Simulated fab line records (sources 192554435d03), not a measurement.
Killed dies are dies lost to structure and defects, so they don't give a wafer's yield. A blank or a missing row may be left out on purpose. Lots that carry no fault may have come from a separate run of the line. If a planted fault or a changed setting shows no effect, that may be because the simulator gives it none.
Split-lot experiment :: flow n5Finfet :: 39 wafers read from 7 lots, route of 1938 steps

ON THE SPLIT
At N5_BEOL_M0_SAQP_ETCH_106 (etches SOC in N2/H2, stops on SiNx, target depth 150 nm), the setting targetDepthA was moved away from the recipe's 1500 angstrom on 15 of the 39 wafers read, by -51.7% to +47.7%. The other wafers ran this setting at the recipe's value.

The file shows no step between the split and the reading.

THE READING
SOC_of_BEOL_M0_SAQP_COAT_105.thkNm (the simulator's own value, which no gauge read), in nm, at N5_BEOL_M0_SAQP_ETCH_107 (etches SiNx in CH3F/O2, target depth 30 nm). The file does not state a usual value for it. Average 12.6 nm, standard deviation 1.2 nm, over the 24 wafers here run with the recipe.

wafer: L077.1
tool, chamber at the split: rieDiel-01, 3
targetDepthA as run, angstrom: 1500
against the recipe: recipe
SOC_of_BEOL_M0_SAQP_COAT_105.thkNm, nm: 14.4
against lot-mates on the recipe: -

wafer: L077.5
tool, chamber at the split: rieDiel-01, 3
targetDepthA as run, angstrom: 1500
against the recipe: recipe
SOC_of_BEOL_M0_SAQP_COAT_105.thkNm, nm: 14.4
against lot-mates on the recipe: -

wafer: L077.2
tool, chamber at the split: rieDiel-01, 0
targetDepthA as run, angstrom: 1500
against the recipe: recipe
SOC_of_BEOL_M0_SAQP_COAT_105.thkNm, nm: 11.4
against lot-mates on the recipe: -

wafer: L077.3
tool, chamber at the split: rieDiel-01, 1
targetDepthA as run, angstrom: 1500
against the recipe: recipe
SOC_of_BEOL_M0_SAQP_COAT_105.thkNm, nm: 13
against lot-mates on the recipe: -

wafer: L077.4
tool, chamber at the split: rieDiel-01, 1
targetDepthA as run, angstrom: 1500
against the recipe: recipe
SOC_of_BEOL_M0_SAQP_COAT_105.thkNm, nm: 12.4
against lot-mates on the recipe: -

wafer: L077.6
tool, chamber at the split: rieDiel-01, 0
targetDepthA as run, angstrom: 1500
against the recipe: recipe
SOC_of_BEOL_M0_SAQP_COAT_105.thkNm, nm: 11.8
against lot-mates on the recipe: -

wafer: L079.3
tool, chamber at the split: rieDiel-04, 3
targetDepthA as run, angstrom: 1500
against the recipe: recipe
SOC_of_BEOL_M0_SAQP_COAT_105.thkNm, nm: 12.8
against lot-mates on the recipe: -

wafer: L079.4
tool, chamber at the split: rieDiel-04, 0
targetDepthA as run, angstrom: 1500
against the recipe: recipe
SOC_of_BEOL_M0_SAQP_COAT_105.thkNm, nm: 12
against lot-mates on the recipe: -

wafer: L079.5
tool, chamber at the split: rieDiel-04, 1
targetDepthA as run, angstrom: 1500
against the recipe: recipe
SOC_of_BEOL_M0_SAQP_COAT_105.thkNm, nm: 12.2
against lot-mates on the recipe: -

wafer: L083.1
tool, chamber at the split: rieDiel-01, 2,1,2
targetDepthA as run, angstrom: 2215
against the recipe: +47.7%
SOC_of_BEOL_M0_SAQP_COAT_105.thkNm, nm: 0
against lot-mates on the recipe: -12.8

wafer: L083.2
tool, chamber at the split: rieDiel-01, 2,1,2
targetDepthA as run, angstrom: 2215
against the recipe: +47.7%
SOC_of_BEOL_M0_SAQP_COAT_105.thkNm, nm: 0
against lot-mates on the recipe: -12.8

wafer: L083.4
tool, chamber at the split: rieDiel-01, 2,1,2
targetDepthA as run, angstrom: 2215
against the recipe: +47.7%
SOC_of_BEOL_M0_SAQP_COAT_105.thkNm, nm: 0
against lot-mates on the recipe: -12.8

wafer: L083.3
tool, chamber at the split: rieDiel-01, 0
targetDepthA as run, angstrom: 1500
against the recipe: recipe
SOC_of_BEOL_M0_SAQP_COAT_105.thkNm, nm: 12.8
against lot-mates on the recipe: -

wafer: L083.5
tool, chamber at the split: rieDiel-01, 0
targetDepthA as run, angstrom: 1500
against the recipe: recipe
SOC_of_BEOL_M0_SAQP_COAT_105.thkNm, nm: 13.4
against lot-mates on the recipe: -

wafer: L083.6
tool, chamber at the split: rieDiel-01, 1
targetDepthA as run, angstrom: 1500
against the recipe: recipe
SOC_of_BEOL_M0_SAQP_COAT_105.thkNm, nm: 12.2
against lot-mates on the recipe: -

wafer: L084.1
tool, chamber at the split: rieDiel-01, 0
targetDepthA as run, angstrom: 725
against the recipe: -51.7%
SOC_of_BEOL_M0_SAQP_COAT_105.thkNm, nm: 52.4
against lot-mates on the recipe: +39.7

wafer: L084.4
tool, chamber at the split: rieDiel-01, 1,0
targetDepthA as run, angstrom: 725
against the recipe: -51.7%
SOC_of_BEOL_M0_SAQP_COAT_105.thkNm, nm: 52.4
against lot-mates on the recipe: +39.7

wafer: L084.2
tool, chamber at the split: rieDiel-01, 1,0
targetDepthA as run, angstrom: 725
against the recipe: -51.7%
SOC_of_BEOL_M0_SAQP_COAT_105.thkNm, nm: 52.6
against lot-mates on the recipe: +39.9

wafer: L084.3
tool, chamber at the split: rieDiel-01, 2
targetDepthA as run, angstrom: 1500
against the recipe: recipe
SOC_of_BEOL_M0_SAQP_COAT_105.thkNm, nm: 12.4
against lot-mates on the recipe: -

wafer: L084.5
tool, chamber at the split: rieDiel-01, 2
targetDepthA as run, angstrom: 1500
against the recipe: recipe
SOC_of_BEOL_M0_SAQP_COAT_105.thkNm, nm: 12.8
against lot-mates on the recipe: -

wafer: L084.6
tool, chamber at the split: rieDiel-01, 1
targetDepthA as run, angstrom: 1500
against the recipe: recipe
SOC_of_BEOL_M0_SAQP_COAT_105.thkNm, nm: 12.8
against lot-mates on the recipe: -

wafer: L086.1
tool, chamber at the split: rieDiel-01, 2
targetDepthA as run, angstrom: 1500
against the recipe: recipe
SOC_of_BEOL_M0_SAQP_COAT_105.thkNm, nm: 12.8
against lot-mates on the recipe: -

wafer: L086.2
tool, chamber at the split: rieDiel-01, 1
targetDepthA as run, angstrom: 970.6
against the recipe: -35.3%
SOC_of_BEOL_M0_SAQP_COAT_105.thkNm, nm: 40.4
against lot-mates on the recipe: +28.1

wafer: L086.3
tool, chamber at the split: rieDiel-01, 3
targetDepthA as run, angstrom: 1500
against the recipe: recipe
SOC_of_BEOL_M0_SAQP_COAT_105.thkNm, nm: 10.6
against lot-mates on the recipe: -

wafer: L086.4
tool, chamber at the split: rieDiel-01, 0
targetDepthA as run, angstrom: 970.6
against the recipe: -35.3%
SOC_of_BEOL_M0_SAQP_COAT_105.thkNm, nm: 40.6
against lot-mates on the recipe: +28.3

wafer: L086.5
tool, chamber at the split: rieDiel-01, 2
targetDepthA as run, angstrom: 970.6
against the recipe: -35.3%
SOC_of_BEOL_M0_SAQP_COAT_105.thkNm, nm: 39.6
against lot-mates on the recipe: +27.3

wafer: L086.6
tool, chamber at the split: rieDiel-01, 1
targetDepthA as run, angstrom: 1500
against the recipe: recipe
SOC_of_BEOL_M0_SAQP_COAT_105.thkNm, nm: 13.6
against lot-mates on the recipe: -

wafer: L092.1
tool, chamber at the split: rieDiel-06, 3
targetDepthA as run, angstrom: 1500
against the recipe: recipe
SOC_of_BEOL_M0_SAQP_COAT_105.thkNm, nm: 14.4
against lot-mates on the recipe: -

wafer: L092.2
tool, chamber at the split: rieDiel-06, 0
targetDepthA as run, angstrom: 1100
against the recipe: -26.7%
SOC_of_BEOL_M0_SAQP_COAT_105.thkNm, nm: 31.6
against lot-mates on the recipe: +19.9

wafer: L092.3
tool, chamber at the split: rieDiel-06, 2
targetDepthA as run, angstrom: 1500
against the recipe: recipe
SOC_of_BEOL_M0_SAQP_COAT_105.thkNm, nm: 9
against lot-mates on the recipe: -

wafer: L092.4
tool, chamber at the split: rieDiel-06, 1
targetDepthA as run, angstrom: 1100
against the recipe: -26.7%
SOC_of_BEOL_M0_SAQP_COAT_105.thkNm, nm: 34
against lot-mates on the recipe: +22.3

wafer: L092.5
tool, chamber at the split: rieDiel-06, 1
targetDepthA as run, angstrom: 1100
against the recipe: -26.7%
SOC_of_BEOL_M0_SAQP_COAT_105.thkNm, nm: 34.4
against lot-mates on the recipe: +22.7

wafer: L092.6
tool, chamber at the split: rieDiel-06, 0
targetDepthA as run, angstrom: 1500
against the recipe: recipe
SOC_of_BEOL_M0_SAQP_COAT_105.thkNm, nm: 11.8
against lot-mates on the recipe: -

wafer: L095.1
tool, chamber at the split: rieDiel-01, 1
targetDepthA as run, angstrom: 1500
against the recipe: recipe
SOC_of_BEOL_M0_SAQP_COAT_105.thkNm, nm: 13.6
against lot-mates on the recipe: -

wafer: L095.2
tool, chamber at the split: rieDiel-01, 0
targetDepthA as run, angstrom: 1931
against the recipe: +28.7%
SOC_of_BEOL_M0_SAQP_COAT_105.thkNm, nm: 0
against lot-mates on the recipe: -13.1

wafer: L095.3
tool, chamber at the split: rieDiel-01, 3
targetDepthA as run, angstrom: 1931
against the recipe: +28.7%
SOC_of_BEOL_M0_SAQP_COAT_105.thkNm, nm: 0
against lot-mates on the recipe: -13.1

wafer: L095.5
tool, chamber at the split: rieDiel-01, 0
targetDepthA as run, angstrom: 1931
against the recipe: +28.7%
SOC_of_BEOL_M0_SAQP_COAT_105.thkNm, nm: 0
against lot-mates on the recipe: -13.1

wafer: L095.4
tool, chamber at the split: rieDiel-01, 2
targetDepthA as run, angstrom: 1500
against the recipe: recipe
SOC_of_BEOL_M0_SAQP_COAT_105.thkNm, nm: 12.4
against lot-mates on the recipe: -

wafer: L095.6
tool, chamber at the split: rieDiel-01, 1
targetDepthA as run, angstrom: 1500
against the recipe: recipe
SOC_of_BEOL_M0_SAQP_COAT_105.thkNm, nm: 13.2
against lot-mates on the recipe: -
If several chambers appear in one row, that row covers several wafers at once and the file leaves open which wafer was in which chamber.

FIT RESULTS
A straight line over all 39 wafers: SOC_of_BEOL_M0_SAQP_COAT_105.thkNm changes by -0.574 nm for each +1% of targetDepthA; r = -0.94; the points scatter about the line by 4.9 nm.
The same after taking each lot's own level away (the mean of its wafers on the recipe; 39 wafers): -0.58 nm for each +1%; r = -0.95; scatter 4.9 nm.
On that fit, the largest move of targetDepthA shifts the reading by 30 nm.
The lots' own levels span 11.73 to 13.07 nm, that is 1.1 times the standard deviation above.
Hence the lot-to-lot level has little effect on the slope; both slopes agree.
Check: with one of the wafers moved furthest among these (-51.7%) left out of the fit, the line predicts +32.2 nm for it against its lot-mates. It came out at +39.7 nm against them.

THESE WAFERS: OTHER SPLITS
These wafers also went through other splits before the reading. Each is held against what the fit with the lots' levels taken away leaves over:
other split on the same wafers: N5_ZERO_LAYER_DEVELOP_10 developTimeS
wafers away from the commonest value: 15
r with SOC_of_BEOL_M0_SAQP_COAT_105.thkNm (lot level and that fit taken away): +0.10

other split on the same wafers: N5_FIN_SAQP_ETCH_65 timeS
wafers away from the commonest value: 15
r with SOC_of_BEOL_M0_SAQP_COAT_105.thkNm (lot level and that fit taken away): +0.07

other split on the same wafers: N5_MOL_CONTACT_COAG_ETCH_15 targetDepthA
wafers away from the commonest value: 9
r with SOC_of_BEOL_M0_SAQP_COAT_105.thkNm (lot level and that fit taken away): +0.08

THE WHOLE CHAIN: every reading that the file lists as answering this split, in the file's order
step: N5_BEOL_M0_SAQP_ETCH_106
what it does: etches SOC in N2/H2, stops on SiNx, target depth 150 nm
reading: SOC_of_BEOL_M0_SAQP_COAT_105.thkNm (the simulator's own value, which no gauge read)
change (the file's fit): -0.696 nm for each +1% of the setting
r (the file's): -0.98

step: N5_BEOL_M0_SAQP_ETCH_107
what it does: etches SiNx in CH3F/O2, target depth 30 nm
reading: SOC_of_BEOL_M0_SAQP_COAT_105.thkNm (the simulator's own value, which no gauge read)
change (the file's fit): -0.596 nm for each +1% of the setting
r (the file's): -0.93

FILE'S OWN FIT
SOC_of_BEOL_M0_SAQP_COAT_105.thkNm changes by -0.596 nm for each +1% of targetDepthA, r = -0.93.
